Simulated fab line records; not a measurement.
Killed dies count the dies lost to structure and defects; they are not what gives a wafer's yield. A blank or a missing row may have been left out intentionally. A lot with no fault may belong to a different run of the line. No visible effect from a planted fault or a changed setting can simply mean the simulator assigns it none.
Chamber matching | flow n5Finfet | rieSi-05 running N5_FIN_SAQP_MANDREL2_REMOVE_60: 4 sister chambers
The step chemistry HBr/Cl2/O2, target a-Si, stops on SiNx, bt time 10 s. 4 wafers are shown with their chamber, then 8 later ones without.

== WAFERS WITH THEIR CHAMBER ==
wafer  | chamber | throttleValvePct (%)
L089.5 | 0       | 36.36
L093.1 | 1       | 36.44
L093.2 | 2       | 36.66
L093.4 | 3       | 36.48

== WAFERS WITHOUT THEIR CHAMBER ==
wafer  | throttleValvePct (%)
L093.5 | 36.44
L093.6 | 36.65
L094.2 | 36.47
L094.3 | 36.34
L094.5 | 36.46
L095.3 | 36.48
L095.4 | 36.62
L095.5 | 36.35

== EACH ONE'S CHAMBER ==
wafer  | from the rows above     | in truth
L093.5 | 1                       | 1
L093.6 | 2                       | 2
L094.2 | can't be placed: 3 or 1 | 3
L094.3 | 0                       | 0
L094.5 | can't be placed: 3 or 1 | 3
L095.3 | 3                       | 3
L095.4 | 2                       | 2
L095.5 | 0                       | 0
Placed correctly: 6 of 8. Unplaceable from these rows: 2, with the true chamber sitting among the candidates in 2. Placed wrongly: 0.
How it was worked out, from the rows above alone: a wafer's distance from a chamber is the root of the sum, over the readings, of the square of ((its reading less the chamber's mean) divided by the reading's scatter). The wafer belongs to the nearest chamber; if the next one is less than 2 further off, it can't be placed. For every chamber, the mean is computed from those of its wafers that are shown. The scatter: root of mean squared gap, hidden wafer to nearest shown wafer, with one shown wafer a chamber.
